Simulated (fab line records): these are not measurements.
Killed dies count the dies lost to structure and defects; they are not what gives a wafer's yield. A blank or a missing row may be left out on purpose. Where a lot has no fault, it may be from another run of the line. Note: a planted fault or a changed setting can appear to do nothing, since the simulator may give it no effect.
fab line records | flow n5-finfet
record lots=7 wafers=19 last-day=19
route steps=1938 shown BEOL_M2@852 BEOL_M4@1111 PASSIVATION@1936
lots that met no fault: taken from a fault-free run of the same line
start-h: hours from the record's opening day to when the first of the lot's shown wafers began | wait-h: hours elapsed since this lot's preceding step | " repeats the value in the row above | L1.1+2: several wafers, shown together as one row | - no value present, or no start provided | * or withheld: withheld | < > ~ a bound
route shown NAME@n: names a module that has steps shown in the file, with the first one's number in the route | usual: the fault-free wafers' mean and standard deviation | same: alike in all rows | chamber/n: place in a boat | sites: readings site by site | _std_site: their standard deviation | _edge_site: outer sites' mean less inner sites' | radius-mm: how far each site lies from the wafer's centre | mask NAME#n: copy n | behind: the last tool/chamber to shape the wafer | hold: cause of the lot's hold/its duration in hours/its outcome | device: the transistor (n, p or np) that didn't switch | end of line: the route-end tests of the same wafers | for a step that has no rows: nothing shown but its recipe | killed: dies that structure and defects cost at the first sort, which is not the same as the wafer's yield | map: a wafer's dies, x killed, . not, _ none there
set.NAME: the run value of the setting; set.NAME@STEP: its run value at that earlier step | model.NAME: the simulator's own value behind a step, which no gauge read
certain route steps with their lots: each step a table, each wafer a row
services: from which hour (start-h, from the record's first day; less than 0 if before it) a tool's chamber was out of use, for how many hours, and why
## steps
# step N5_BEOL_M2_PEB_09
# recipe peb-temp-c=100 peb-time-s=60 resist=CAR-EUV
# step N5_BEOL_M2_DEVELOP_10
# recipe develop-time-s=30 developer=TMAH resist=CAR-EUV rinse-liquid=surfactant-rinse dry=air-spin dev-temp-c=23
# step N5_BEOL_M2_CD_MEAS_11
# recipe target-cd-nm=16.79 landing-energy-ev=500 detector=se-inlens polarity=opening
# usual cd-nm=16.79/0.25
# same landing-energy-ev=500
# columns lot.wafer tool chamber start-h wait-h cd-nm
L815.3 cd-sem-01 0 161.50 - 16.67
L815.4 " 0 " " 16.87
L820.3 cd-sem-01 0 184.24 - 17.04
L820.4 " 0 " " 16.83
L820.5 " 0 " " 16.80
L821.4 cd-sem-03 0 191.16 - 16.58
L821.5 " 0 " " 16.52
L821.6 " 0 " " 16.65
L822.2 cd-sem-02 0 199.35 - 17.30
L822.3 " 0 " " 17.12
L822.4 " 0 " " 16.78
L823.2 cd-sem-02 0 202.81 - 16.88
L823.4 " 0 " " 16.58
L832.3 cd-sem-01 0 269.08 - 16.81
L832.4 " 0 " " 16.78
L832.6 " 0 " " 16.62
L834.2 cd-sem-01 0 277.24 - 16.74
L834.5 " 0 " " 16.91
L834.6 " 0 " " 16.74
# step N5_BEOL_M2_OVL_MEAS_12
# recipe points-per-wafer=522
# usual M2_OVL=-0.2/0.64
# columns lot.wafer tool chamber start-h wait-h M2_OVL[nm]
L815.3 overlay-02 0 161.54 0.0 -0.1
L815.4 " 0 " " -0.6
L820.3 overlay-01 0 184.28 0.0 -0.7
L820.4 " 0 " " 1.3
L820.5 " 0 " " 0.6
L821.4 overlay-01 0 191.21 0.0 -0.7
L821.5 " 0 " " -1.4
L821.6 " 0 " " -0.5
L822.2 overlay-02 0 199.39 0.0 0.6
L822.3 " 0 " " -0.2
L822.4 " 0 " " 0.5
L823.2 overlay-02 0 202.84 0.0 -0.1
L823.4 " 0 " " 0.5
L832.3 overlay-02 0 269.12 0.0 -0.1
L832.4 " 0 " " 0.0
L832.6 " 0 " " -0.2
L834.2 overlay-01 0 277.27 0.0 0.0
L834.5 " 0 " " -0.3
L834.6 " 0 " " -0.4
# step N5_BEOL_M2_INSPECT_13
# recipe mode=adi inspect-instrument=brightfield
# usual raw-defect-count=455/98
# columns lot.wafer tool chamber start-h wait-h raw-defect-count
L815.3 defect-inspect-01 - 161.59 0.0 454
L815.4 " - " " 430
L820.3 defect-inspect-02 - 184.33 0.0 328
L820.4 " - " " 415
L820.5 " - " " 474
L821.4 defect-inspect-02 - 191.25 0.0 487
L821.5 " - " " 496
L821.6 " - " " 373
L822.2 defect-inspect-02 - 199.44 0.0 344
L822.3 " - " " 351
L822.4 " - " " 417
L823.2 defect-inspect-02 - 202.90 0.0 526
L823.4 " - " " 464
L832.3 defect-inspect-02 - 269.17 0.0 381
L832.4 " - " " 508
L832.6 " - " " 367
L834.2 defect-inspect-02 - 277.32 0.0 648
L834.5 " - " " 662
L834.6 " - " " 604
# step N5_BEOL_M2_DESCUM_16
# recipe chemistry=O2 time-s=7 source-power-w=50 bias-power-w=20 pressure-mtorr=20 rf-frequency-hz=2.712e+07 temp-c=40 resist=CAR-EUV o2-flow-sccm=225
# usual drypump-motor-current-A=5.7/0.43 oes-product-au=0.79/0.096 rf-vpp-V=243.5/1.1 showerhead-plenum-p-Torr=2.11/0.047 throttle-valve-pct=20.44/0.22
# same time-s=7
# columns lot.wafer tool chamber start-h wait-h drypump-motor-current-A oes-product-au rf-hours-counter-h rf-vpp-V showerhead-plenum-p-Torr throttle-valve-pct
L815.3 rie-diel-06 0 161.69 0.1 5.8 0.90 29 244.2 2.13 20.38
L815.4 " 3 " " 5.8 0.72 171 241.6 2.10 20.59
L820.3 rie-diel-05 2 184.36 0.0 5.5 0.68 220 241.2 2.08 20.49
L820.4 " 0 " " 6.2 0.72 171 243.4 2.11 20.81
L820.5 " 3 " " 5.3 0.89 - 243.0 2.12 20.21
L821.4 rie-diel-02 1 191.30 0.0 5.0 0.69 - 241.6 2.07 20.52
L821.5 " 3 " " 6.4 0.93 - 243.9 2.22 20.27
L821.6 " 2 " " 5.8 0.86 - 243.3 2.13 20.38
L822.2 rie-diel-05 3 199.47 0.0 5.3 0.88 36 242.8 2.12 20.20
L822.3 " 2 " " 5.5 0.68 224 242.6 2.08 20.49
L822.4 " 0 " " 6.2 0.71 176 243.2 2.10 20.79
L823.2 rie-diel-02 2 202.93 0.0 5.8 0.84 54 244.5 2.13 20.39
L823.4 " 1 " " 5.0 0.69 231 243.0 2.07 20.54
L832.3 rie-diel-02 3 269.27 0.1 6.3 0.88 50 244.2 2.21 20.31
L832.4 " 3 " " 6.4 0.89 - 245.0 2.21 20.32
L832.6 " 0 " " 5.2 0.97 - 243.3 2.15 20.40
L834.2 rie-diel-05 3 277.36 0.0 5.3 0.83 64 244.3 2.11 20.25
L834.5 " 3 " " 5.3 0.83 - 244.4 2.11 20.25
L834.6 " 0 " " 6.3 0.69 - 243.2 2.09 20.84
# step N5_BEOL_M2_ETCH_74
# recipe chemistry=N2/H2 target=underlayer target-depth-a=65 mask-material=CAR-EUV time-s=5.2 ion-energy-ev=200 pressure-mtorr=30 source-w=840 bias-w=150 n2-flow-sccm=200 h2-flow-sccm=200 ends=cleared
# usual drypump-motor-current-A=5.7/0.43 etch-rf-on-time-s=5.21/0.11 h2-flow-sccm=200.0/0.58 n2-flow-sccm=200.0/0.6 oes-product-au=0.67/0.08 rf-vpp-V=524.8/2.2 showerhead-plenum-p-Torr=2.57/0.057 throttle-valve-pct=17.85/0.18
# columns lot.wafer tool chamber start-h wait-h drypump-motor-current-A etch-rf-on-time-s h2-flow-sccm n2-flow-sccm oes-product-au rf-hours-counter-h rf-vpp-V showerhead-plenum-p-Torr throttle-valve-pct
L815.3 rie-diel-06 0 161.73 0.0 5.8 5.16 200.3 199.6 0.76 29 524.5 2.58 17.84
L815.4 " 3 " " 5.8 5.27 199.8 200.7 0.62 171 522.3 2.51 17.79
L820.3 rie-diel-05 2 184.40 0.0 5.5 5.47 199.9 199.7 0.58 220 522.8 2.52 17.87
L820.4 " 0 " " 6.2 5.30 200.8 199.5 0.61 171 526.2 2.52 18.00
L820.5 " 3 " " 5.4 5.03 200.0 200.3 0.76 - 525.5 2.60 17.83
L821.4 rie-diel-02 1 191.32 0.0 5.0 5.40 200.1 200.0 0.59 - 522.1 2.50 17.91
L821.5 " 3 " " 6.4 5.09 199.9 199.6 0.79 - 525.0 2.68 17.45
L821.6 " 2 " " 5.8 5.24 200.4 199.8 0.72 - 524.1 2.58 17.76
L822.2 rie-diel-05 3 199.51 0.0 5.3 5.05 200.2 199.7 0.74 36 525.6 2.60 17.87
L822.3 " 2 " " 5.5 5.34 201.2 200.2 0.58 224 523.6 2.52 17.88
L822.4 " 0 " " 6.2 5.25 200.2 198.9 0.61 176 523.5 2.52 18.03
L823.2 rie-diel-02 2 202.96 0.0 5.8 5.23 199.6 199.7 0.71 54 523.1 2.57 17.80
L823.4 " 1 " " 5.0 5.32 200.3 199.6 0.58 231 523.8 2.50 17.91
L832.3 rie-diel-02 3 269.30 0.0 6.4 5.19 199.7 200.3 0.73 50 527.7 2.67 17.51
L832.4 " 3 " " 6.3 5.13 199.8 199.6 0.73 - 527.5 2.67 17.53
L832.6 " 0 " " 5.2 5.07 200.0 199.6 0.83 - 526.0 2.59 17.69
L834.2 rie-diel-05 3 277.39 0.0 5.4 5.05 199.2 201.0 0.70 64 523.9 2.59 17.91
L834.5 " 3 " " 5.3 5.07 200.9 201.8 0.72 - 523.1 2.59 17.89
L834.6 " 0 " " 6.2 5.30 200.2 199.1 0.58 - 522.1 2.51 18.08
# step N5_BEOL_M2_ETCH_63
# recipe chemistry=CF4 target=SiARC target-depth-a=156 mask-material=CAR-EUV time-s=26 ion-energy-ev=80 pressure-mtorr=40 source-w=545 bias-w=36 Ar_flow_sccm=100 cf4-flow-sccm=100 ends=cleared
# step N5_BEOL_M2_ETCH_64
# recipe chemistry=N2/H2 target=SOC target-depth-a=750 overetch-a=225 mask-material=SiARC temp-c=40 time-s=121.9 ion-energy-ev=200 pressure-mtorr=30 source-w=840 bias-w=150 n2-flow-sccm=200 h2-flow-sccm=200
# usual drypump-motor-current-A=5.7/0.43 h2-flow-sccm=200.0/0.6 n2-flow-sccm=199.9/0.55 oes-product-au=0.60/0.066 rf-vpp-V=524.7/1.8 showerhead-plenum-p-Torr=2.57/0.057 throttle-valve-pct=17.81/0.18
# same time-s=121.9
# columns lot.wafer tool chamber start-h wait-h drypump-motor-current-A h2-flow-sccm n2-flow-sccm oes-product-au rf-hours-counter-h rf-vpp-V showerhead-plenum-p-Torr throttle-valve-pct
L815.3 rie-diel-06 0 161.77 0.0 5.8 199.8 199.8 0.68 29 526.2 2.58 17.78
L815.4 " 3 " " 5.9 200.3 200.8 0.56 171 525.1 2.51 17.75
L820.3 rie-diel-05 2 184.44 0.0 5.5 200.3 199.9 0.52 220 522.8 2.52 17.83
L820.4 " 0 " " 6.2 199.4 199.6 0.55 171 523.9 2.52 17.98
L820.5 " 3 " " 5.3 201.3 199.9 0.66 - 525.9 2.60 17.80
L821.4 rie-diel-02 1 191.42 0.1 5.0 199.7 199.3 0.53 - 523.4 2.50 17.85
L821.5 " 3 " " 6.4 201.3 199.8 0.70 - 529.5 2.68 17.39
L821.6 " 2 " " 5.8 200.1 199.1 0.65 - 525.8 2.58 17.74
L822.2 rie-diel-05 3 199.55 0.0 5.3 200.2 200.4 0.65 36 526.0 2.60 17.80
L822.3 " 2 " " 5.5 199.0 199.4 0.53 224 524.2 2.52 17.84
L822.4 " 0 " " 6.2 200.6 200.1 0.55 176 523.5 2.52 18.00
L823.2 rie-diel-02 2 203.01 0.0 5.8 200.2 200.4 0.63 54 524.3 2.58 17.76
L823.4 " 1 " " 5.0 199.1 200.0 0.53 231 523.6 2.50 17.89
L832.3 rie-diel-02 3 269.35 0.0 6.3 200.7 199.9 0.64 50 528.0 2.67 17.48
L832.4 " 3 " " 6.4 200.3 199.6 0.65 - 526.7 2.67 17.47
L832.6 " 0 " " 5.2 200.3 200.2 0.74 - 526.8 2.59 17.63
L834.2 rie-diel-05 3 277.44 0.0 5.3 200.2 200.3 0.62 64 524.1 2.59 17.85
L834.5 " 3 " " 5.3 199.7 200.0 0.63 - 524.7 2.59 17.87
L834.6 " 0 " " 6.2 200.1 200.1 0.53 - 523.5 2.51 18.02
# step N5_BEOL_M2_STRIP_65
# recipe chemistry=N2/H2 temp-c=40 n2-flow-sccm=200 h2-flow-sccm=200 rf-frequency-hz=6e+07
# step N5_BEOL_M2_STRIP_75
# recipe chemistry=N2/H2 temp-c=40 n2-flow-sccm=200 h2-flow-sccm=200 rf-frequency-hz=6e+07
# step N5_BEOL_M2_STRIP_66
# recipe chemistry=CF4 resist=SiARC power-w=300 bias-power-w=75 pressure-mtorr=50 cf4-flow-sccm=150 rf-frequency-hz=6e+07
# usual drypump-motor-current-A=5.7/0.43 oes-product-au=0.78/0.085 rf-vpp-V=271.7/1.2 showerhead-plenum-p-Torr=1.81/0.044 throttle-valve-pct=13.61/0.21
# columns lot.wafer tool chamber start-h wait-h drypump-motor-current-A oes-product-au rf-hours-counter-h rf-vpp-V showerhead-plenum-p-Torr throttle-valve-pct
L815.3 rie-diel-06 0 161.90 0.0 5.8 0.89 29 272.8 1.83 13.43
L815.4 " 3 " " 5.8 0.74 171 271.1 1.78 13.65
L820.3 rie-diel-05 2 184.58 0.0 5.5 0.68 220 273.6 1.78 13.72
L820.4 " 0 " " 6.3 0.71 171 271.6 1.78 13.76
L820.5 " 3 " " 5.3 0.85 - 271.2 1.82 13.26
L821.4 rie-diel-02 1 191.50 0.0 5.0 0.69 - 270.5 1.76 13.66
L821.5 " 3 " " 6.3 0.91 - 273.1 1.91 13.45
L821.6 " 2 " " 5.8 0.84 - 271.7 1.83 13.49
L822.2 rie-diel-05 3 199.69 0.0 5.3 0.85 36 272.5 1.82 13.28
L822.3 " 2 " " 5.5 0.68 224 270.4 1.78 13.72
L822.4 " 0 " " 6.2 0.70 176 272.2 1.78 13.78
L823.2 rie-diel-02 2 203.14 0.0 5.8 0.83 54 272.8 1.83 13.50
L823.4 " 1 " " 4.9 0.68 231 271.7 1.76 13.67
L832.3 rie-diel-02 3 269.48 0.0 6.3 0.85 50 271.8 1.90 13.51
L832.4 " 3 " " 6.3 0.85 - 273.4 1.90 13.55
L832.6 " 0 " " 5.1 0.96 - 273.5 1.85 13.48
L834.2 rie-diel-05 3 277.57 0.0 5.3 0.81 64 272.1 1.81 13.32
L834.5 " 3 " " 5.3 0.82 - 271.2 1.81 13.35
L834.6 " 0 " " 6.2 0.69 - 271.4 1.77 13.83
# step N5_BEOL_M2_HM_OPEN_17
# recipe chemistry=Cl2/BCl3 target-depth-a=200 overetch-a=60 target=TiN mask-material=SOC ion-energy-ev=150 pressure-mtorr=10 icp-w=1000 bias-w=126 Cl2_flow_sccm=53.25 bcl3-flow-sccm=21.75 Ar_flow_sccm=25
# usual drypump-motor-current-A=5.71/0.29 oes-product-au=0.61/0.091 throttle-valve-pct=22.23/0.12
# columns lot.wafer tool chamber start-h wait-h drypump-motor-current-A oes-product-au rf-hours-counter-h throttle-valve-pct model.SOC_of_BEOL_M2_COAT_61.thk-nm
L815.3 rie-metal-03 0 161.97 0.1 6.40 0.61 - 22.21 52
L815.4 " 1 " " 5.98 0.66 - 22.08 51.8
L820.3 rie-metal-02 1 184.65 0.1 5.24 0.59 - 22.40 52.2
L820.4 " 0 " " 5.63 0.55 - 22.46 52.2
L820.5 " 0 " " 5.63 0.55 - 22.46 52.4
L821.4 rie-metal-01 0 191.57 0.1 5.57 0.52 - 22.43 49.6
L821.5 " 1 " " 5.67 0.56 - 22.13 52
L821.6 " 0 " " 5.56 0.53 - 22.43 52.4
L822.2 rie-metal-01 1 199.76 0.1 5.68 0.55 - 22.14 49.4
L822.3 " 1 " " 5.68 0.54 - 22.16 51.8
L822.4 " 1 " " 5.67 0.54 - 22.16 49.4
L823.2 rie-metal-01 1 203.22 0.1 5.69 0.56 - 22.14 49.6
L823.4 " 1 " " 5.68 0.56 - 22.13 49.4
L832.3 rie-metal-01 1 269.55 0.1 5.71 0.55 - 22.12 51.8
L832.4 " 0 " " 5.58 0.80 - 22.23 52
L832.6 " 0 " " 5.56 0.80 - 22.23 52
L834.2 rie-metal-01 1 277.62 0.0 5.67 0.55 107 22.15 52
L834.5 " 0 " " 5.53 0.80 - 22.23 52.4
L834.6 " 1 " " 5.69 0.55 - 22.14 52
# step N5_BEOL_M2_STRIP_19
# recipe chemistry=O2 power-w=400 temp-c=40 pressure-mtorr=30 rf-frequency-hz=6e+07 bias-power-w=0 overash-fraction=0.2 o2-flow-sccm=225
# usual drypump-motor-current-A=5.7/0.38 oes-product-au=0.78/0.087 rf-vpp-V=3.6/0.52 showerhead-plenum-p-Torr=2.11/0.034 throttle-valve-pct=16.70/0.24
# columns lot.wafer tool chamber start-h wait-h drypump-motor-current-A oes-product-au rf-hours-counter-h rf-vpp-V showerhead-plenum-p-Torr throttle-valve-pct
L815.3 rie-diel-06 1 162.06 0.1 5.7 0.85 34 3.7 2.12 16.25
L815.4 " 2 " " 6.3 0.72 199 3.2 2.07 16.72
L820.3 rie-diel-05 1 184.73 0.1 5.4 0.74 174 3.5 2.08 16.87
L820.4 " 2 " " 5.5 0.68 221 3.9 2.08 16.77
L820.5 " 3 " " 5.3 0.88 - 3.5 2.13 16.42
L821.4 rie-diel-02 2 191.67 0.1 5.8 0.87 - 4.2 2.13 16.59
L821.5 " 3 " " 6.4 0.94 - 3.2 2.23 16.51
L821.6 " 1 " " 5.0 0.70 - 2.9 2.07 16.81
L822.2 rie-diel-02 3 199.93 0.1 6.4 0.93 19 2.8 2.23 16.52
L822.3 " 2 " " 5.8 0.85 51 3.0 2.13 16.62
L822.4 " 0 " " 5.2 0.69 - 2.9 2.16 17.04
L823.2 rie-diel-05 2 203.39 0.1 5.5 0.68 225 4.1 2.08 16.78
L823.4 " 3 " " 5.3 0.88 37 3.2 2.12 16.42
L832.3 rie-diel-06 0 269.63 0.1 5.8 0.85 63 3.9 2.12 16.60
L832.4 " 1 " " 5.7 0.81 66 3.7 2.10 16.34
L832.6 " 1 " " 5.7 0.82 - 4.6 2.10 16.35
L834.2 rie-diel-05 0 277.73 0.1 6.2 0.70 204 2.9 2.10 17.04
L834.5 " 0 " " 6.3 0.69 - 2.8 2.10 17.05
L834.6 " 3 " " 5.3 0.84 - 3.4 2.12 16.48
# step N5_BEOL_M4_RC_MEAS_101
# usual DIBL_N=36.0/1.6 DIBL_P=35.8/2 IOFF_N=0.152/0.03 IOFF_P=0.20/0.031 ION_N=670/12 ION_P=459/7.4 SS_N=71.5/0.56 SS_P=73.2/0.64 VT_N=251/3.5 VT_P=-252/3.3
# columns lot.wafer tool chamber start-h wait-h DIBL_N[mV/V] DIBL_P[mV/V] IOFF_N[nA/um] IOFF_P[nA/um] ION_N[uA/um] ION_P[uA/um] SS_N[mV/dec] SS_P[mV/dec] VT_N[mV] VT_P[mV]
L815.3 prober-01 0 214.96 0.3 36.2 36.7 0.183 0.22 682 460 71.4 74.0 245 -252
L815.4 " 0 " " 36.0 36.4 0.176 0.21 681 462 71.8 73.7 248 -251
L820.3 prober-01 0 246.25 0.3 37.4 37.2 0.158 0.20 676 463 72.6 73.1 250 -253
L820.4 " 0 " " 35.7 35.1 0.136 0.18 684 463 71.2 73.2 250 -253
L820.5 " 0 " " 34.2 34.1 0.114 0.16 658 457 71.5 71.8 257 -256
L821.4 prober-01 0 247.48 0.5 33.4 34.1 0.119 0.17 666 460 71.4 72.7 253 -252
L821.5 " 0 " " 36.4 37.2 0.165 0.24 679 471 71.8 74.6 249 -247
L821.6 " 0 " " 35.5 36.4 0.144 0.20 664 458 71.2 73.3 251 -252
L822.2 prober-02 0 252.90 0.2 34.8 35.0 0.124 0.17 664 456 71.4 73.1 251 -256
L822.3 " 0 " " 34.8 35.0 0.128 0.16 663 452 70.9 72.8 250 -256
L822.4 " 0 " " 35.9 37.1 0.146 0.19 666 454 72.0 74.0 250 -253
L823.2 prober-01 0 275.76 0.2 36.0 35.3 0.140 0.19 673 461 71.3 73.4 252 -253
L823.4 " 0 " " 36.0 35.3 0.128 0.18 656 453 71.2 73.0 257 -256
L832.3 prober-02 0 329.27 0.3 34.8 33.4 0.128 0.20 659 464 71.4 73.2 252 -246
L832.4 " 0 " " 36.7 35.4 0.155 0.24 676 468 71.2 73.9 249 -246
L832.6 " 0 " " 36.1 34.2 0.141 0.21 667 461 71.7 73.1 251 -248
L834.2 prober-01 0 342.92 0.2 34.5 35.1 0.144 0.21 666 463 71.2 73.4 252 -252
L834.5 " 0 " " 34.5 33.8 0.140 0.19 667 457 71.4 72.7 251 -250
L834.6 " 0 " " 33.8 33.5 0.125 0.19 664 461 71.3 72.7 253 -250
# step N5_PASSIVATION_PROBE_49
# usual defect-limited-yield=91.6/1.4 killed_at_M0_to_M3=33/10 killed_at_M4_up=13/5.3 killed-at-contacts=13/5.9 killed-at-front-end=36/12 killed-at-other=4/3.1 killed-dies=99/16 killed-open=65/13 killed-short=32/7.3 sort_bin_5_function=4.9/0.9 sort_bin_6_memory=3.1/0.66 sort-n-pass=1081/17 sort-yield-pct=91.6/1.4
# same gross-dies=1180 killed-at-back-side=0 sort_bin_4_leakage[%]=0 sort_bin_8_speed[%]=0
# columns lot.wafer tool chamber start-h wait-h defect-limited-yield[%] killed_at_M0_to_M3 killed_at_M4_up killed-at-contacts killed-at-front-end killed-at-other killed-dies killed-open killed-short sort_bin_5_function[%] sort_bin_6_memory[%] sort-n-pass sort-yield-pct[%]
L815.3 prober-01 - 321.11 0.1 91.8 39 9 18 26 5 97 61 36 5.0 2.9 1083 91.8
L815.4 prober-01 - 321.16 0.2 93.6 26 5 18 26 1 76 52 24 3.5 2.8 1104 93.6
L821.4 prober-01 - 350.17 0.2 89.9 28 12 33 45 1 119 85 34 6.2 3.6 1061 89.9
L821.5 prober-01 - 350.22 0.2 91.6 23 15 19 39 3 99 64 35 4.7 3.2 1081 91.6
L821.6 prober-01 - 350.27 0.3 92.7 28 21 10 27 0 86 55 28 4.7 2.3 1094 92.7
L823.2 prober-02 - 379.44 0.1 91.0 37 15 10 43 1 106 75 30 5.7 3.1 1074 91.0
L823.4 prober-02 - 379.54 0.2 90.9 36 18 10 34 9 107 75 32 5.1 3.8 1073 90.9
# killed by level:class
L815.3 MOL_CONTACT_COAG:geometric-particle:open=16 BEOL_M0_SAQP:geometric-particle:short=14 BEOL_M0_SAQP:geometric-particle:open=11 STI_FIN_REVEAL:geometric-particle:open=6 DUMMY_GATE:geometric-particle:open=6 BEOL_M1:geometric-particle:open=4 BEOL_M2:geometric-particle:open=4 FIN_SAQP:geometric-particle:short=3
L815.4 MOL_CONTACT_COAG:geometric-particle:open=15 BEOL_M2:geometric-particle:open=7 BEOL_M0_SAQP:geometric-particle:short=7 BEOL_M0_SAQP:geometric-particle:open=6 GATE_CUT:geometric-particle:short=5 DUMMY_GATE:geometric-particle:open=4 BEOL_M1:geometric-particle:open=4 FIN_SAQP:geometric-particle:open=3
L821.4 MOL_CONTACT_COAG:geometric-particle:open=24 STI_FIN_REVEAL:geometric-particle:open=14 MOL_CONTACT_COAG:geometric-particle:short=9 BEOL_M0_SAQP:geometric-particle:open=8 BEOL_M2:geometric-particle:open=8 GATE_CUT:geometric-particle:short=6 BEOL_M4:geometric-particle:open=6 FIN_SAQP:geometric-particle:short=4
L821.5 MOL_CONTACT_COAG:geometric-particle:open=15 FIN_SAQP:geometric-particle:short=11 BEOL_M4:geometric-particle:open=11 STI_FIN_REVEAL:geometric-particle:open=8 BEOL_M0_SAQP:geometric-particle:open=5 BEOL_M3:geometric-particle:open=5 STARTING-WAFER:geometric-particle:open=5 FIN_SAQP:geometric-particle:open=4
L821.6 BEOL_M4:geometric-particle:open=9 MOL_CONTACT_COAG:geometric-particle:open=8 BEOL_M0_SAQP:geometric-particle:short=6 BEOL_M0:geometric-particle:short=6 BEOL_M2:geometric-particle:open=6 STI_FIN_REVEAL:geometric-particle:open=5 BEOL_M0_SAQP:geometric-particle:open=5 FIN_SAQP:geometric-particle:short=4
L823.2 STI_FIN_REVEAL:geometric-particle:open=20 BEOL_M0_SAQP:geometric-particle:open=11 MOL_CONTACT_COAG:geometric-particle:open=9 FIN_SAQP:geometric-particle:open=8 BEOL_M1:geometric-particle:open=7 BEOL_M0_SAQP:geometric-particle:short=6 BEOL_M3:geometric-particle:open=6 STI_FIN_REVEAL:geometric-particle:short=5
L823.4 BEOL_M2:geometric-particle:open=14 BEOL_M3:geometric-particle:open=10 FIN_SAQP:geometric-particle:open=6 MOL_CONTACT_COAG:geometric-particle:open=6 BEOL_M4:geometric-particle:open=6 BEOL_M5:geometric-particle:open=5 DUMMY_GATE:geometric-particle:open=5 BEOL_M0_SAQP:geometric-particle:short=5
## services
# columns tool chamber start-h hours kind
rie-metal-02 0 143.90 12.5 repair
rie-diel-02 0 153.84 5.9 repair
rie-diel-02 1 156.34 5.9 repair
rie-metal-03 1 164.51 4.8 repair
rie-metal-01 - 176.41 1.3 repair
rie-diel-02 0 190.66 4.0 repair
rie-diel-02 2 212.97 7.8 repair
rie-diel-02 0 233.99 1.9 repair
rie-metal-01 - 236.50 1.4 pm
rie-diel-02 0 250.82 - clean
rie-diel-02 0 250.82 - consumable-replace:focus-ring
rie-diel-02 0 250.82 18.0 scheduled-down
rie-diel-02 0 250.82 18.0 vent-cycle
rie-metal-02 1 264.88 4.3 repair
rie-diel-02 1 269.00 - clean
rie-diel-02 1 269.00 - consumable-replace:focus-ring
rie-diel-02 1 269.00 33.2 scheduled-down
rie-diel-02 1 269.00 33.2 vent-cycle
rie-metal-02 - 274.27 0.4 repair
rie-diel-02 2 274.60 2.7 repair
rie-diel-05 2 276.14 - clean
rie-diel-05 2 276.14 - consumable-replace:focus-ring
rie-diel-05 2 276.14 16.3 scheduled-down
rie-diel-05 2 276.14 16.3 vent-cycle
## key
first-sign none at tools or gauges
model-effect step=N5_BEOL_M2_HM_OPEN_17 value=SOC_of_BEOL_M2_COAT_61.thk-nm without=52.08 struck=49.48
met-at N5_BEOL_M2_HM_OPEN_17
struck-wafers L821.4,L822.2,L822.4,L823.2,L823.4
fault kind=process-parameter-drift tool=rie-metal-01 chamber=- onset-h=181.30 steps=N5_BEOL_M2_HM_OPEN_17 channel=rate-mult offset=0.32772 shape=step end-h=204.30 scope=struck-wafers-only
